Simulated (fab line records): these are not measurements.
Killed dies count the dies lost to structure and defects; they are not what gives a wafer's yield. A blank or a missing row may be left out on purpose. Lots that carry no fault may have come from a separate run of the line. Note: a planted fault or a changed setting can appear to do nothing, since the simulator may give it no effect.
A lot that was struck, set against a sound lot / flow nandHarc / 20 steps out of a route of 1302
Sound: the wafers L838.2, L838.4, L838.5. The struck wafers were L848.3, L848.4, L848.6. At the end, the cause is stated.
At each step with rows: each side's tool, then ch and its chambers, then its first start. Under that, the readings that differ: sound wafers / struck wafers / difference of the means / sigmas: that difference in standard deviations of wafers without a fault.
alike: a reading whose means differ by less than 2 such deviations, as well as words and numbers matching on both sides. not compared: withheld readings; readings where some wafer has no value; bounds like >300 that might hide an equal value; numbers whose values overlap and for which the record gives no deviation.
Wherever a step has rows on one side only, a row that says differs or no value, or a row with sigmas, the two part there. Numbers that have no deviation but don't overlap get no sigmas and don't part them. A reading missing from all wafers of one side parts the sides only when that side holds two or more wafers.

NHARC_A_BLC_CMP_25: polishes, t overpolish 30 s, target thk 150 nm.
  sound on cmp-03 ch 0,1,3, day 27 17:35; struck on cmp-04 ch 1,3, day 31 18:43
  alike: motorCurrentA, overpolishRunS, timeToEndpointS
following that, these wafers have no rows for 1 step: NHARC_A_BLC_SRD_27.
NHARC_A_BLC_INSPECT_28:
  sound: defectInspect-02 at day 27 17:58; struck: defectInspect-02 at day 31 19:06
reading=rawDefectCount; sound=453 354 428; struck=822 1026 824; difference=+479; sigmas=+4
then, 8 steps without rows for these wafers: NHARC_A_M0_DEP_00 (deposits SiOC, target thk 150 nm); NHARC_A_M0_DEHYDRATE_01 (time 120 s); NHARC_A_M0_HMDS_02 (time 30 s); NHARC_A_M0_COAT_33 (time 65 s); NHARC_A_M0_COAT_03 (resist thk 90 nm); NHARC_A_M0_SOFTBAKE_04 (time 55 s); NHARC_A_M0_EBR_05; NHARC_A_M0_EXPOSE_06 (exposes mask A M0, target cd 80 nm).
NHARC_A_M0_PEB_07: peb time 65 s.
  sound on lithoTrack-04 ch 0, day 27 18:40; struck on lithoTrack-04 ch 0, day 31 19:55
reading=heaterPowerTotalW (W); sound=157.1 156.8 156.3; struck=176.8 176.8 176.9; difference=+20.1; sigmas=+47
reading=plateTempC (C); sound=100.20 100.11 100.04; struck=109.23 109.15 109.25; difference=+9.09; sigmas=+70
  alike: resistLineTempC
then, 1 step without rows for these wafers: NHARC_A_M0_DEVELOP_08 (develop time 35 s).
NHARC_A_M0_CD_MEAS_09: the cd target is 80 nm.
  sound on cdSem-02 ch 0, day 27 18:44; struck on cdSem-03 ch 0
reading=cdNm (nm); sound=78.9 81.0 79.6; struck=109.4 108.7 109.4; difference=+29.3; sigmas=+35
  not compared: hold
NHARC_A_M0_OVL_MEAS_10: pitch 160 nm.
  sound: overlay-02 at day 27 18:49; struck: overlay-01 at day 32 00:04
reading=hold; sound=- - -; struck=awaitDispo/3.8h/release awaitDispo/3.8h/release awaitDispo/3.8h/release; difference=no value on the sound wafers; sigmas=
  alike: overlayXNm, overlayYNm
NHARC_A_M0_INSPECT_11:
  sound: defectInspect-02 at day 27 18:52; struck: defectInspect-02 at day 32 00:06
  alike: rawDefectCount
NHARC_A_M0_DESCUM_14: chemistry O2, time 3 s.
  sound on rieDiel-08 ch 1,3, day 27 18:56; struck on rieDiel-08 ch 0,1,2, day 32 00:11
reading=model.A_M0.cdNm (nm); sound=79.28 80.48 79.9; struck=108.8 109.1 109.9; difference=+29.4; sigmas=
  alike: chamberPressureMTorr, drypumpMotorCurrentA, oesProductAu, rfVppV, showerheadPlenumPTorr, throttleValvePct
  not compared: rfHoursCounterH
NHARC_A_M0_ETCH_34: etches the open film in N2/H2, target depth 40 nm, overetch 12 nm, time 43.94 s.
  sound on rieDiel-08 ch 1,2, day 27 19:01; struck on rieDiel-08 ch 1,2, day 32 00:16
  alike: chamberPressureMTorr, drypumpMotorCurrentA, oesProductAu, rfVppV, showerheadPlenumPTorr, throttleValvePct
  not compared: rfHoursCounterH
NHARC_A_M0_ETCH_15: etches the open film in C4F8/Ar, target depth 150 nm, overetch 15 nm, time 82.5 s.
  sound on rieDiel-08 ch 1,2,3; struck on rieDiel-08 ch 1,3
reading=model.A_M0.cdNm (nm); sound=79.18 81.03 80.35; struck=109.6 108.7 110.4; difference=+29.4; sigmas=
  alike: chamberPressureMTorr, oesProductAu, rfVppV
  not compared: rfHoursCounterH
NHARC_A_M0_CD_MEAS_16:
  sound: cdSem-01 at day 27 19:13; struck: cdSem-03 at day 32 00:40
reading=cdNm (nm); sound=79.4 81.4 80.3; struck=109.7 108.8 110.6; difference=+29.3; sigmas=+27
  not compared: hold

== WHERE THEY PART ==
At NHARC_A_BLC_INSPECT_28 first; at NHARC_A_M0_CD_MEAS_16 last (within this record only).

WHY: what the simulator had put in
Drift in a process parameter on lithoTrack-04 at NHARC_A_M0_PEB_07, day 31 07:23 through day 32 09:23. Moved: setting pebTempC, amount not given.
